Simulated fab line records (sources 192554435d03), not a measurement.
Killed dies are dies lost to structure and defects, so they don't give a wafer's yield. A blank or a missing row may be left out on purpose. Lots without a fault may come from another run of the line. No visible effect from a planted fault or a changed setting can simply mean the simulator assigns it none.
fab line records	flow n5Finfet
record lots=24	wafers=72	lastDay=18
route steps=1938 shown BEOL_M14@1760 BEOL_M15@1793
lots with no fault: from the same line, run without faults
startH: start of the lot's first displayed wafer, in hours after the record's first day	waitH: hours elapsed since this lot's preceding step	" identical to the entry in the row above	L1.1+2: a single row standing in for several wafers	- value missing, or start not given	* or withheld: withheld	< > ~ a bound
route shown NAME@n: NAME is a module with steps in the file, n the number in the route of the first one	usual: mean/standard deviation taken from wafers without a fault	same: alike in all rows	chamber/n: place in a boat	sites: the reading at each site	_std_site: standard deviation across them	_edge_site: inner sites' mean taken away from outer sites' mean	radiusMm: for every site, how far away it sits from the centre of the wafer	mask NAME#n: copy n	behind: tool/chamber where the wafer was last shaped	hold: why the lot went on hold/how many hours it stayed there/how the hold came to an end	device: the transistor (n, p or np) that didn't switch	end of line: tests run on the same wafers once the route is complete	where a step has no rows: the recipe by itself	killed: dies that structure and defects cost at the first sort, which is not the same as the wafer's yield	map: per-die view of a wafer (x killed, . not killed, _ where there is no die)
set.NAME: the setting as run; set.NAME@STEP: as run at that earlier step	model.NAME: the simulator's own value behind a step, which no gauge read
the route's steps for a sample of lots (tables are steps, rows are wafers)
services: a tool's chamber out of use, with start hour (startH, from the record's first day; less than 0 if before it), hours out, and reason
## steps
# step N5_BEOL_M14_DEGAS_41
# recipe ambient=vacuum	tempC=300	timeS=60
# usual heaterPowerW=448/44
lot.wafer	tool	chamber	startH	waitH	heaterPowerW
L075.2	pvdSputter-03	-	258.81	0.3	444
L075.5	"	-	"	"	373
L075.6	"	-	"	"	434
L074.1	pvdSputter-01	-	259.23	0.2	441
L074.3	"	-	"	"	421
L074.4	"	-	"	"	518
L077.1	pvdSputter-03	-	259.29	0.2	461
L077.4	"	-	"	"	426
L077.5	"	-	"	"	466
L076.1	pvdSputter-03	-	266.87	0.8	467
L076.2	"	-	"	"	388
L076.4	"	-	"	"	461
L079.1	pvdSputter-03	-	277.61	0.0	476
L079.3	"	-	"	"	381
L079.4	"	-	"	"	468
L078.3	pvdSputter-01	-	280.30	0.2	411
L078.4	"	-	"	"	444
L078.5	"	-	"	"	535
L080.2	pvdSputter-01	-	286.58	0.2	536
L080.5	"	-	"	"	402
L080.6	"	-	"	"	442
L082.2	pvdSputter-03	-	309.13	1.7	384
L082.4	"	-	"	"	467
L082.5	"	-	"	"	472
L084.1	pvdSputter-01	-	314.54	0.3	412
L084.5	"	-	"	"	452
L084.6	"	-	"	"	512
L083.1	pvdSputter-03	-	318.56	0.4	422
L083.4	"	-	"	"	464
L083.5	"	-	"	"	464
L085.2	pvdSputter-03	-	323.74	0.1	377
L085.3	"	-	"	"	463
L085.4	"	-	"	"	378
L086.1	pvdSputter-02	-	327.73	0.2	435
L086.3	"	-	"	"	423
L086.5	"	-	"	"	424
L089.1	pvdSputter-03	-	339.52	0.2	466
L089.4	"	-	"	"	430
L089.5	"	-	"	"	469
L081.1	pvdSputter-03	-	342.04	0.2	462
L081.3	"	-	"	"	465
L081.4	"	-	"	"	388
L088.1	pvdSputter-02	-	345.07	0.3	425
L088.2	"	-	"	"	573
L088.5	"	-	"	"	573
L087.1	pvdSputter-01	-	347.27	0.4	403
L087.5	"	-	"	"	449
L087.6	"	-	"	"	519
L090.2	pvdSputter-03	-	355.89	0.1	465
L090.3	"	-	"	"	431
L090.5	"	-	"	"	394
L093.3	pvdSputter-03	-	361.24	0.1	441
L093.5	"	-	"	"	464
L093.6	"	-	"	"	460
L092.2	pvdSputter-01	-	365.32	0.2	414
L092.4	"	-	"	"	446
L092.5	"	-	"	"	528
L094.2	pvdSputter-03	-	373.49	0.5	463
L094.3	"	-	"	"	426
L094.5	"	-	"	"	436
L095.1	pvdSputter-02	-	381.40	0.4	431
L095.4	"	-	"	"	417
L095.6	"	-	"	"	418
L097.3	pvdSputter-01	-	386.53	0.3	434
L097.5	"	-	"	"	413
L097.6	"	-	"	"	431
L096.2	pvdSputter-02	-	386.88	0.3	428
L096.4	"	-	"	"	420
L096.5	"	-	"	"	577
L091.3	pvdSputter-03	-	403.94	0.3	423
L091.4	"	-	"	"	375
L091.5	"	-	"	"	426
# step N5_BEOL_M14_RS_MEAS_54
# recipe thkMeasGauge=four-point-probe	reads=Cu_of_BEOL_M14_ECD_47+Ta_of_BEOL_M14_SPUTTER_44+TaN_of_BEOL_M14_SPUTTER_43
# usual M14_RS=0.0335/0.00083
lot.wafer	tool	chamber	startH	waitH	M14_RS[ohm/sq]
L075.2	filmMetro-01	-	260.07	0.1	0.0319
L075.5	"	-	"	"	0.0335
L075.6	"	-	"	"	0.0320
L074.1	filmMetro-01	-	260.65	0.1	0.0331
L074.3	"	-	"	"	0.0329
L074.4	"	-	"	"	0.0334
L077.1	filmMetro-02	-	260.89	0.0	0.0330
L077.4	"	-	"	"	0.0337
L077.5	"	-	"	"	0.0337
L076.1	filmMetro-02	-	268.20	0.0	0.0350
L076.2	"	-	"	"	0.0346
L076.4	"	-	"	"	0.0348
L079.1	filmMetro-02	-	278.91	0.0	0.0345
L079.3	"	-	"	"	0.0350
L079.4	"	-	"	"	0.0332
L078.3	filmMetro-02	-	281.57	0.1	0.0331
L078.4	"	-	"	"	0.0332
L078.5	"	-	"	"	0.0327
L080.2	filmMetro-02	-	287.98	0.1	0.0325
L080.5	"	-	"	"	0.0329
L080.6	"	-	"	"	0.0326
L082.2	filmMetro-02	-	310.40	0.1	0.0350
L082.4	"	-	"	"	0.0333
L082.5	"	-	"	"	0.0336
L084.1	filmMetro-02	-	315.80	0.0	0.0332
L084.5	"	-	"	"	0.0351
L084.6	"	-	"	"	0.0326
L083.1	filmMetro-02	-	320.01	0.0	0.0355
L083.4	"	-	"	"	0.0333
L083.5	"	-	"	"	0.0352
L085.2	filmMetro-01	-	325.19	0.1	0.0339
L085.3	"	-	"	"	0.0335
L085.4	"	-	"	"	0.0340
L086.1	filmMetro-02	-	329.00	0.0	0.0341
L086.3	"	-	"	"	0.0335
L086.5	"	-	"	"	0.0325
L089.1	filmMetro-02	-	341.22	0.0	0.0334
L089.4	"	-	"	"	0.0338
L089.5	"	-	"	"	0.0342
L081.1	filmMetro-02	-	343.31	0.0	0.0330
L081.3	"	-	"	"	0.0325
L081.4	"	-	"	"	0.0344
L088.1	filmMetro-02	-	346.56	0.0	0.0347
L088.2	"	-	"	"	0.0345
L088.5	"	-	"	"	0.0347
L087.1	filmMetro-01	-	349.00	0.1	0.0321
L087.5	"	-	"	"	0.0317
L087.6	"	-	"	"	0.0328
L090.2	filmMetro-02	-	357.40	0.1	0.0341
L090.3	"	-	"	"	0.0336
L090.5	"	-	"	"	0.0339
L093.3	filmMetro-02	-	362.57	0.1	0.0341
L093.5	"	-	"	"	0.0332
L093.6	"	-	"	"	0.0335
L092.2	filmMetro-01	-	366.59	0.1	0.0331
L092.4	"	-	"	"	0.0355
L092.5	"	-	"	"	0.0332
L094.2	filmMetro-01	-	374.76	0.1	0.0341
L094.3	"	-	"	"	0.0344
L094.5	"	-	"	"	0.0344
L095.1	filmMetro-02	-	382.79	0.1	0.0343
L095.4	"	-	"	"	0.0329
L095.6	"	-	"	"	0.0331
L097.3	filmMetro-01	-	387.80	0.1	0.0339
L097.5	"	-	"	"	0.0340
L097.6	"	-	"	"	0.0325
L096.2	filmMetro-02	-	388.43	0.1	0.0326
L096.4	"	-	"	"	0.0343
L096.5	"	-	"	"	0.0322
L091.3	filmMetro-01	-	405.76	0.1	0.0334
L091.4	"	-	"	"	0.0338
L091.5	"	-	"	"	0.0335
# step N5_BEOL_M15_CD_MEAS_17
# recipe targetCdNm=360	polarity=opening
# usual cdNm=361.1/2
lot.wafer	tool	chamber	startH	waitH	cdNm
L075.2	cdSem-02	-	261.29	0.0	361.7
L075.5	"	-	"	"	358.0
L075.6	"	-	"	"	363.9
L074.1	cdSem-02	-	262.13	0.0	359.8
L074.3	"	-	"	"	357.4
L074.4	"	-	"	"	360.5
L077.1	cdSem-02	-	262.21	0.0	358.5
L077.4	"	-	"	"	361.9
L077.5	"	-	"	"	360.9
L076.1	cdSem-02	-	269.41	0.0	359.5
L076.2	"	-	"	"	360.9
L076.4	"	-	"	"	361.4
L079.1	cdSem-01	-	280.11	0.0	361.8
L079.3	"	-	"	"	357.9
L079.4	"	-	"	"	361.0
L078.3	cdSem-01	-	283.67	0.0	363.2
L078.4	"	-	"	"	362.9
L078.5	"	-	"	"	362.6
L080.2	cdSem-03	-	289.31	0.0	363.0
L080.5	"	-	"	"	359.6
L080.6	"	-	"	"	365.8
L082.2	cdSem-01	-	311.73	0.0	362.6
L082.4	"	-	"	"	362.3
L082.5	"	-	"	"	363.1
L084.1	cdSem-03	-	317.01	0.0	359.6
L084.5	"	-	"	"	358.4
L084.6	"	-	"	"	357.5
L083.1	cdSem-02	-	321.23	0.0	365.3
L083.4	"	-	"	"	361.1
L083.5	"	-	"	"	357.8
L085.2	cdSem-03	-	327.53	0.0	357.6
L085.3	"	-	"	"	361.7
L085.4	"	-	"	"	360.8
L086.1	cdSem-01	-	332.73	0.0	358.8
L086.3	"	-	"	"	358.0
L086.5	"	-	"	"	359.9
L089.1	cdSem-03	-	342.42	0.0	357.4
L089.4	"	-	"	"	361.5
L089.5	"	-	"	"	361.4
L081.1	cdSem-03	-	344.52	0.0	358.6
L081.3	"	-	"	"	361.5
L081.4	"	-	"	"	363.3
L088.1	cdSem-02	-	347.84	0.0	363.6
L088.2	"	-	"	"	362.9
L088.5	"	-	"	"	359.0
L087.1	cdSem-01	-	350.35	0.0	356.7
L087.5	"	-	"	"	363.7
L087.6	"	-	"	"	360.8
L090.2	cdSem-02	-	358.60	0.0	362.6
L090.3	"	-	"	"	359.2
L090.5	"	-	"	"	362.3
L093.3	cdSem-02	-	363.77	0.0	364.0
L093.5	"	-	"	"	360.5
L093.6	"	-	"	"	358.0
L092.2	cdSem-01	-	368.00	0.0	360.3
L092.4	"	-	"	"	364.6
L092.5	"	-	"	"	364.7
L094.2	cdSem-02	-	376.10	0.0	360.2
L094.3	"	-	"	"	360.4
L094.5	"	-	"	"	362.5
L095.1	cdSem-02	-	383.99	0.0	361.9
L095.4	"	-	"	"	357.9
L095.6	"	-	"	"	360.6
L097.3	cdSem-01	-	389.13	0.0	362.2
L097.5	"	-	"	"	359.4
L097.6	"	-	"	"	357.2
L096.2	cdSem-03	-	389.63	0.0	362.0
L096.4	"	-	"	"	361.2
L096.5	"	-	"	"	358.0
L091.3	cdSem-01	-	406.98	0.0	361.2
L091.4	"	-	"	"	361.0
L091.5	"	-	"	"	364.1
# step N5_BEOL_M15_ETCH_57
# recipe chemistry=N2/H2	target=SOC	sourceW=3000	biasW=350	timeS=750	ionEnergyEv=200	pressureMtorr=30	n2FlowSccm=200	h2FlowSccm=200
# usual drypumpMotorCurrentA=5.9/0.47	oesProductAu=0.79/0.08	rfVppV=524.7/2.6	showerheadPlenumPTorr=2.57/0.092	throttleValvePct=17.87/0.23
lot.wafer	tool	chamber	startH	waitH	drypumpMotorCurrentA	oesProductAu	rfHoursCounterH	rfVppV	showerheadPlenumPTorr	throttleValvePct
L075.2	rieDiel-03	1	261.49	-	6.1	0.72	189	522.6	2.52	17.82
L075.5	"	1	"	"	6.1	0.72	-	522.9	2.52	17.82
L075.6	"	0	"	"	5.9	0.78	-	524.2	2.57	17.91
L074.1	rieDiel-05	3	262.23	-	5.1	0.93	22	528.2	2.71	17.72
L074.3	"	1	"	"	5.4	0.75	161	522.0	2.42	17.69
L074.4	"	0	"	"	6.8	0.81	125	526.8	2.65	17.61
L077.1	rieDiel-03	0	262.40	-	5.9	0.79	116	523.9	2.57	17.92
L077.4	"	1	"	"	6.1	0.72	189	522.6	2.52	17.81
L077.5	"	0	"	"	5.9	0.79	-	523.7	2.57	17.92
L076.1	rieDiel-03	1	269.51	-	6.1	0.72	191	524.9	2.52	17.81
L076.2	"	3	"	"	5.7	0.70	205	524.2	2.52	17.84
L076.4	"	2	"	"	6.1	0.69	243	525.4	2.61	18.05
L079.1	rieDiel-06	2	280.45	-	5.5	0.92	11	528.5	2.70	17.54
L079.3	"	0	"	"	5.8	0.90	24	525.4	2.59	17.89
L079.4	"	3	"	"	5.9	0.81	115	523.0	2.46	17.86
L078.3	rieDiel-06	1	284.05	-	6.3	0.73	191	526.1	2.65	18.43
L078.4	"	2	"	"	5.4	0.92	13	528.2	2.70	17.53
L078.5	"	2	"	"	5.5	0.91	-	529.4	2.70	17.53
L080.2	rieDiel-03	3	289.65	-	5.7	0.70	207	521.6	2.52	17.85
L080.5	"	2	"	"	6.1	0.70	-	526.8	2.61	18.06
L080.6	"	1	"	"	6.1	0.72	-	523.2	2.52	17.84
L082.2	rieDiel-06	0	311.83	-	5.8	0.88	37	524.5	2.59	17.90
L082.4	"	1	"	"	6.4	0.72	203	526.8	2.65	18.46
L082.5	"	3	"	"	5.9	0.80	-	521.7	2.46	17.91
L084.1	rieDiel-06	3	317.31	-	5.9	0.79	130	522.2	2.46	17.89
L084.5	"	3	"	"	5.9	0.79	-	521.5	2.46	17.90
L084.6	"	0	"	"	5.8	0.88	-	525.1	2.59	17.91
L083.1	rieDiel-03	0	321.34	-	5.9	0.77	136	524.0	2.56	17.94
L083.4	"	2	"	"	6.1	1.02	0	524.5	2.61	17.66
L083.5	"	3	"	"	5.7	0.70	-	523.7	2.51	17.87
L085.2	rieDiel-06	3	327.85	-	5.9	0.79	135	521.3	2.46	17.91
L085.3	"	1	"	"	6.4	0.72	210	525.8	2.64	18.47
L085.4	"	2	"	"	5.5	0.89	31	527.0	2.69	17.57
L086.1	rieDiel-06	3	332.88	-	5.9	0.78	137	521.2	2.46	17.89
L086.3	"	2	"	"	5.4	0.88	33	528.3	2.69	17.58
L086.5	"	1	"	"	6.3	0.71	-	526.6	2.64	18.47
L089.1	rieDiel-05	3	342.58	-	5.1	0.90	36	528.3	2.71	17.74
L089.4	"	1	"	"	5.4	0.73	-	521.2	2.42	17.71
L089.5	"	3	"	"	5.1	0.89	-	527.9	2.71	17.74
L081.1	rieDiel-05	0	344.89	-	6.8	0.79	143	528.6	2.65	17.63
L081.3	"	1	"	"	5.4	0.73	178	519.5	2.42	17.72
L081.4	"	0	"	"	6.8	0.78	-	526.9	2.65	17.64
L088.1	rieDiel-03	3	348.02	-	5.7	0.68	232	523.0	2.50	17.90
L088.2	"	0	"	"	5.9	0.77	145	525.0	2.55	17.95
L088.5	"	1	"	"	6.1	0.70	-	523.2	2.51	17.87
L087.1	rieDiel-05	0	350.45	-	6.8	0.79	147	525.5	2.65	17.65
L087.5	"	0	"	"	6.8	0.79	-	528.0	2.65	17.65
L087.6	"	3	"	"	5.1	0.89	-	528.5	2.71	17.75
L090.2	rieDiel-06	3	358.70	-	5.9	0.77	144	521.7	2.45	17.94
L090.3	"	1	"	"	6.4	0.71	219	526.3	2.64	18.47
L090.5	"	0	"	"	5.8	0.85	-	523.4	2.58	17.93
L093.3	rieDiel-05	0	363.87	-	6.8	0.79	151	528.1	2.64	17.65
L093.5	"	1	"	"	5.4	0.72	-	520.8	2.41	17.71
L093.6	"	2	"	"	5.1	0.83	-	521.4	2.48	18.09
L092.2	rieDiel-05	3	368.10	-	5.1	0.88	47	528.2	2.70	17.76
L092.4	"	2	"	"	5.1	0.82	81	522.0	2.48	18.10
L092.5	"	1	"	"	5.4	0.73	-	521.1	2.41	17.73
L094.2	rieDiel-06	1	376.20	-	6.3	0.71	224	525.3	2.64	18.49
L094.3	"	2	"	"	5.4	0.86	46	528.5	2.68	17.60
L094.5	"	1	"	"	6.4	0.71	-	525.4	2.64	18.51
L095.1	rieDiel-06	1	384.09	-	6.3	0.70	226	524.7	2.64	18.48
L095.4	"	3	"	"	5.9	0.78	-	520.9	2.45	17.94
L095.6	"	2	"	"	5.5	0.85	-	528.7	2.68	17.60
L097.3	rieDiel-05	2	389.27	-	5.1	0.82	89	521.9	2.48	18.11
L097.5	"	3	"	"	5.1	0.86	-	529.8	2.70	17.75
L097.6	"	0	"	"	6.8	0.77	-	526.9	2.64	17.67
L096.2	rieDiel-03	1	389.73	-	6.1	0.70	230	523.9	2.50	17.89
L096.4	"	3	"	"	5.7	0.67	244	522.8	2.50	17.90
L096.5	"	0	"	"	5.9	0.74	-	523.8	2.55	17.98
L091.3	rieDiel-03	2	407.07	-	6.1	0.91	27	524.7	2.60	17.71
L091.4	"	3	"	"	5.6	0.67	-	522.6	2.50	17.91
L091.5	"	1	"	"	6.1	0.69	-	523.7	2.50	17.91
# step N5_BEOL_M15_DESCUM_33
# recipe chemistry=O2	timeS=7.9	sourcePowerW=50	biasPowerW=20	pressureMtorr=20	rfFrequencyHz=2.712e+07	tempC=40	o2FlowSccm=225
# usual drypumpMotorCurrentA=5.8/0.49	o2FlowSccm=225.1/0.69	oesProductAu=0.79/0.08	rfVppV=243.4/1.4	showerheadPlenumPTorr=2.11/0.077	throttleValvePct=20.52/0.2
lot.wafer	tool	chamber	startH	waitH	drypumpMotorCurrentA	o2FlowSccm	oesProductAu	rfHoursCounterH	rfVppV	showerheadPlenumPTorr	throttleValvePct
L075.2	rieDiel-06	1	262.55	0.2	6.4	225.0	0.74	182	245.3	2.17	20.91
L075.5	"	1	"	"	6.3	225.0	0.74	-	244.9	2.17	20.92
L075.6	"	0	"	"	5.8	225.4	0.93	-	244.4	2.13	20.53
L074.1	rieDiel-05	3	263.25	0.1	5.1	225.7	0.92	23	244.8	2.22	20.30
L074.3	"	0	"	"	6.8	225.2	0.81	126	245.5	2.19	20.30
L074.4	"	2	"	"	5.1	225.6	0.84	69	240.0	2.04	20.61
L077.1	rieDiel-05	1	263.49	0.1	5.4	225.6	0.75	162	242.3	1.98	20.30
L077.4	"	2	"	"	5.0	225.5	0.83	69	243.6	2.04	20.64
L077.5	"	0	"	"	6.8	225.0	0.81	-	244.9	2.19	20.30
L076.1	rieDiel-03	1	270.50	0.0	6.1	226.0	0.73	191	242.8	2.09	20.51
L076.2	"	3	"	"	5.7	225.3	0.71	205	242.8	2.06	20.47
L076.4	"	2	"	"	6.1	224.7	0.69	243	242.9	2.16	20.79
L079.1	rieDiel-05	2	282.74	1.3	5.0	225.9	0.83	75	242.5	2.04	20.63
L079.3	"	0	"	"	6.8	225.1	0.80	133	245.0	2.19	20.30
L079.4	"	3	"	"	5.1	225.4	0.91	29	245.9	2.22	20.32
L078.3	rieDiel-06	2	286.03	1.1	5.5	225.4	0.92	14	244.4	2.22	20.20
L078.4	"	1	"	"	6.4	225.3	0.73	192	244.5	2.17	20.94
L078.5	"	3	"	"	5.9	224.6	0.80	-	242.4	2.00	20.44
L080.2	rieDiel-06	2	290.64	0.0	5.4	225.2	0.92	16	243.8	2.22	20.20
L080.5	"	2	"	"	5.4	224.9	0.90	-	247.6	2.22	20.21
L080.6	"	1	"	"	6.3	225.1	0.73	-	244.8	2.17	20.94
L082.2	rieDiel-03	3	312.82	0.0	5.6	224.1	0.70	218	242.5	2.06	20.48
L082.4	"	1	"	"	6.1	224.5	0.72	-	243.7	2.08	20.54
L082.5	"	3	"	"	5.6	224.6	0.70	-	242.6	2.06	20.49
L084.1	rieDiel-03	0	318.55	0.4	5.9	224.5	0.77	134	242.3	2.13	20.74
L084.5	"	3	"	"	5.6	225.1	0.70	-	243.4	2.05	20.49
L084.6	"	0	"	"	5.9	224.6	0.76	-	242.2	2.13	20.76
L083.1	rieDiel-06	0	323.25	1.1	5.8	224.7	0.88	41	243.9	2.12	20.57
L083.4	"	3	"	"	5.9	226.0	0.79	133	242.1	2.00	20.44
L083.5	"	0	"	"	5.8	225.7	0.89	-	242.3	2.12	20.57
L085.2	rieDiel-03	2	328.96	0.3	6.1	224.8	0.98	4	245.4	2.15	20.47
L085.3	"	3	"	"	5.6	225.5	0.70	226	243.6	2.05	20.50
L085.4	"	1	"	"	6.1	224.2	0.71	212	242.1	2.08	20.56
L086.1	rieDiel-06	1	334.06	0.4	6.3	225.2	0.72	212	243.9	2.16	20.96
L086.3	"	2	"	"	5.5	225.0	0.88	34	244.3	2.21	20.22
L086.5	"	1	"	"	6.4	224.5	0.72	-	243.9	2.16	20.97
L089.1	rieDiel-03	2	343.44	0.0	6.2	224.8	0.97	7	245.3	2.15	20.47
L089.4	"	0	"	"	5.9	225.5	0.75	143	245.1	2.12	20.77
L089.5	"	3	"	"	5.6	225.9	0.69	-	243.2	2.05	20.49
L081.1	rieDiel-06	0	346.00	0.3	5.8	225.8	0.87	49	242.9	2.12	20.59
L081.3	"	1	"	"	6.3	224.3	0.70	215	244.0	2.16	20.95
L081.4	"	2	"	"	5.4	225.5	0.86	37	245.3	2.21	20.23
L088.1	rieDiel-06	3	349.06	0.2	5.9	225.3	0.78	141	242.5	2.00	20.46
L088.2	"	2	"	"	5.4	225.9	0.87	39	242.6	2.21	20.24
L088.5	"	3	"	"	5.9	224.7	0.78	-	242.6	2.00	20.46
L087.1	rieDiel-03	1	351.32	0.0	6.1	225.0	0.70	219	242.5	2.08	20.56
L087.5	"	1	"	"	6.1	225.3	0.70	-	242.8	2.08	20.57
L087.6	"	0	"	"	5.9	226.2	0.76	-	242.0	2.12	20.77
L090.2	rieDiel-05	1	359.57	0.0	5.4	225.0	0.73	184	240.4	1.97	20.34
L090.3	"	2	"	"	5.0	224.6	0.82	78	241.7	2.03	20.65
L090.5	"	1	"	"	5.4	225.1	0.73	-	242.5	1.97	20.34
L093.3	rieDiel-05	1	364.73	0.0	5.4	226.2	0.74	186	242.0	1.97	20.34
L093.5	"	1	"	"	5.4	225.4	0.73	-	241.0	1.97	20.34
L093.6	"	0	"	"	6.8	226.0	0.78	-	244.7	2.18	20.33
L092.2	rieDiel-05	3	368.96	0.0	5.1	224.8	0.87	47	243.7	2.22	20.35
L092.4	"	2	"	"	5.1	225.3	0.81	81	242.1	2.03	20.66
L092.5	"	0	"	"	6.8	225.0	0.78	-	244.2	2.18	20.33
L094.2	rieDiel-03	3	377.08	0.0	5.6	225.5	0.68	241	241.8	2.05	20.53
L094.3	"	2	"	"	6.1	226.4	0.93	18	244.9	2.15	20.49
L094.5	"	0	"	"	5.9	225.2	0.76	-	244.4	2.12	20.78
L095.1	rieDiel-05	3	384.95	0.0	5.1	226.1	0.87	53	245.5	2.21	20.35
L095.4	"	0	"	"	6.8	225.6	0.79	157	244.5	2.18	20.36
L095.6	"	1	"	"	5.4	225.3	0.72	-	242.0	1.97	20.35
L097.3	rieDiel-05	3	390.26	0.0	5.1	224.5	0.85	55	245.4	2.21	20.34
L097.5	"	2	"	"	5.1	224.7	0.81	-	242.3	2.03	20.67
L097.6	"	3	"	"	5.1	225.2	0.86	-	245.5	2.21	20.35
L096.2	rieDiel-03	2	390.72	0.0	6.1	224.4	0.92	22	242.8	2.15	20.48
L096.4	"	1	"	"	6.1	225.8	0.70	230	242.5	2.07	20.57
L096.5	"	0	"	"	5.9	224.1	0.74	-	243.5	2.12	20.79
L091.3	rieDiel-03	3	408.15	0.2	5.6	224.7	0.68	250	243.3	2.04	20.54
L091.4	"	3	"	"	5.6	220.8	0.68	-	241.3	2.04	20.53
L091.5	"	1	"	"	6.1	224.5	0.69	-	242.7	2.07	20.60
# step N5_BEOL_M15_STRIP_37
# recipe chemistry=O2	powerW=600	tempC=60	pressureMtorr=30	rfFrequencyHz=6e+07	biasPowerW=0	overashFraction=0.3	o2FlowSccm=225
# usual drypumpMotorCurrentA=5.8/0.43	o2FlowSccm=225.0/0.65	oesProductAu=0.79/0.086	rfVppV=3.6/0.63	showerheadPlenumPTorr=2.11/0.072	throttleValvePct=16.76/0.17
lot.wafer	tool	chamber	startH	waitH	drypumpMotorCurrentA	o2FlowSccm	oesProductAu	rfHoursCounterH	rfVppV	showerheadPlenumPTorr	throttleValvePct
L075.2	rieDiel-05	1	-	-	5.4	224.7	0.76	162	3.8	1.99	16.60
L075.5	"	0	"	"	6.8	225.8	0.81	-	3.6	2.20	16.55
L075.6	"	1	"	"	5.4	224.8	0.75	-	3.9	1.99	16.62
L074.1	rieDiel-03	0	-	-	5.9	224.0	0.78	117	3.7	2.14	16.88
L074.3	"	2	"	"	6.1	225.0	0.70	242	3.4	2.16	17.06
L074.4	"	3	"	"	5.6	225.3	0.70	204	3.5	2.06	16.77
L077.1	rieDiel-05	2	-	-	5.0	223.6	0.82	70	3.1	2.04	16.81
L077.4	"	3	"	"	5.1	224.6	0.91	24	4.5	2.23	16.54
L077.5	"	2	"	"	5.0	224.4	0.84	-	3.8	2.04	16.80
L076.1	rieDiel-06	3	-	-	5.9	224.5	0.82	112	3.5	2.01	16.68
L076.2	"	0	"	"	5.8	225.8	0.93	20	5.2	2.13	16.75
L076.4	"	2	"	"	5.4	225.2	0.94	8	4.0	2.22	16.42
L079.1	rieDiel-05	0	-	-	6.8	224.6	0.81	134	3.2	2.19	16.55
L079.3	"	2	"	"	5.0	225.5	0.83	76	3.1	2.04	16.82
L079.4	"	1	"	"	5.4	225.2	0.75	168	3.3	1.98	16.62
L078.3	rieDiel-06	0	-	-	5.8	224.7	0.91	27	3.7	2.13	16.75
L078.4	"	2	"	"	5.4	224.6	0.92	15	3.9	2.22	16.43
L078.5	"	2	"	"	5.4	225.8	0.92	-	3.8	2.22	16.42
L080.2	rieDiel-06	1	-	-	6.3	224.4	0.73	194	4.4	2.17	17.12
L080.5	"	0	"	"	5.8	225.4	0.90	-	4.2	2.13	16.75
L080.6	"	3	"	"	5.9	223.3	0.81	-	3.7	2.01	16.69
L082.2	rieDiel-03	3	-	-	5.6	225.5	0.70	218	3.3	2.06	16.79
L082.4	"	0	"	"	5.9	225.0	0.76	-	3.4	2.13	16.91
L082.5	"	1	"	"	6.1	225.0	0.71	-	3.2	2.09	16.81
L084.1	rieDiel-03	3	-	-	5.6	226.0	0.70	221	3.7	2.06	16.77
L084.5	"	3	"	"	5.6	224.9	0.70	-	5.0	2.06	16.79
L084.6	"	1	"	"	6.1	225.0	0.71	-	4.4	2.09	16.80
L083.1	rieDiel-03	0	-	-	5.9	223.8	0.76	137	4.0	2.13	16.93
L083.4	"	1	"	"	6.1	225.3	0.71	210	4.3	2.09	16.82
L083.5	"	1	"	"	6.1	225.5	0.71	-	4.4	2.09	16.81
L085.2	rieDiel-03	1	-	-	6.1	224.7	0.70	213	2.8	2.08	16.84
L085.3	"	2	"	"	6.1	225.5	1.00	5	4.9	2.16	16.60
L085.4	"	0	"	"	5.9	225.9	0.77	140	3.4	2.13	16.91
L086.1	rieDiel-03	3	-	-	5.6	224.9	0.70	229	3.9	2.06	16.79
L086.3	"	1	"	"	6.1	225.0	0.71	215	3.4	2.08	16.84
L086.5	"	0	"	"	5.9	225.3	0.77	-	3.8	2.13	16.93
L089.1	rieDiel-03	1	-	-	6.1	225.6	0.70	216	3.0	2.08	16.85
L089.4	"	3	"	"	5.6	225.8	0.70	230	4.5	2.06	16.80
L089.5	"	3	"	"	5.6	226.7	0.70	-	3.2	2.06	16.82
L081.1	rieDiel-03	3	-	-	5.6	224.8	0.69	231	2.8	2.05	16.82
L081.3	"	2	"	"	6.1	225.4	0.96	9	4.2	2.16	16.64
L081.4	"	1	"	"	6.1	225.0	0.70	217	4.3	2.08	16.85
L088.1	rieDiel-06	2	-	-	5.4	225.0	0.86	39	3.2	2.21	16.44
L088.2	"	3	"	"	5.9	223.8	0.77	142	3.0	2.00	16.74
L088.5	"	0	"	"	5.8	225.1	0.87	-	4.6	2.12	16.82
L087.1	rieDiel-03	0	-	-	5.9	225.1	0.76	148	3.2	2.12	16.93
L087.5	"	0	"	"	5.9	225.4	0.76	-	3.2	2.12	16.93
L087.6	"	1	"	"	6.1	224.4	0.70	-	3.5	2.08	16.86
L090.2	rieDiel-05	3	-	-	5.1	225.9	0.86	44	4.0	2.22	16.57
L090.3	"	0	"	"	6.8	225.0	0.78	150	2.7	2.19	16.61
L090.5	"	0	"	"	6.8	225.0	0.77	-	3.2	2.19	16.61
L093.3	rieDiel-05	2	-	-	5.0	225.4	0.82	80	3.3	2.04	16.82
L093.5	"	0	"	"	6.8	224.5	0.79	-	3.7	2.19	16.60
L093.6	"	1	"	"	5.4	225.1	0.73	-	3.4	1.98	16.65
L092.2	rieDiel-05	2	-	-	5.0	224.6	0.81	82	4.6	2.04	16.84
L092.4	"	0	"	"	6.8	224.6	0.77	153	3.8	2.19	16.60
L092.5	"	2	"	"	5.0	225.8	0.82	-	3.0	2.04	16.83
L094.2	rieDiel-06	0	-	-	5.8	224.1	0.87	59	3.7	2.12	16.82
L094.3	"	2	"	"	5.5	224.4	0.86	47	3.5	2.21	16.47
L094.5	"	3	"	"	5.9	225.0	0.78	-	3.4	2.00	16.77
L095.1	rieDiel-03	2	-	-	6.1	225.9	0.92	20	3.0	2.15	16.64
L095.4	"	2	"	"	6.1	224.9	0.92	-	3.9	2.15	16.64
L095.6	"	1	"	"	6.1	225.3	0.69	-	3.4	2.08	16.87
L097.3	rieDiel-03	2	-	-	6.1	224.5	0.93	22	3.3	2.15	16.66
L097.5	"	3	"	"	5.6	224.9	0.68	-	3.5	2.05	16.83
L097.6	"	2	"	"	6.1	225.4	0.93	-	3.8	2.15	16.66
L096.2	rieDiel-06	1	-	-	6.3	224.6	0.71	229	3.3	2.16	17.18
L096.4	"	0	"	"	5.8	225.5	0.87	60	3.6	2.12	16.81
L096.5	"	3	"	"	5.9	224.3	0.77	-	3.3	2.00	16.79
L091.3	rieDiel-06	1	-	-	6.3	225.7	0.70	235	3.3	2.15	17.18
L091.4	"	2	"	"	5.4	225.4	0.85	57	3.6	2.21	16.49
L091.5	"	1	"	"	6.3	224.8	0.70	-	4.1	2.16	17.20
## services
tool	chamber	startH	hours	kind
rieDiel-06	2	237.70	13.5	repair
pvdSputter-01	-	246.25	3.0	repair
rieDiel-03	2	302.30	-	clean
rieDiel-03	2	302.30	-	consumableReplace:focusRing
rieDiel-03	2	302.30	18.9	scheduledDown
rieDiel-03	2	302.30	18.9	ventCycle
rieDiel-05	3	311.98	18.2	repair
rieDiel-05	2	324.13	30.9	repair
pvdSputter-01	-	335.05	1.8	repair
pvdSputter-01	-	354.34	9.6	repair
pvdSputter-01	-	366.21	1.5	repair
rieDiel-06	0	381.91	6.4	repair
rieDiel-03	0	382.74	5.6	repair
rieDiel-03	1	386.53	2.1	repair
## key
fault none
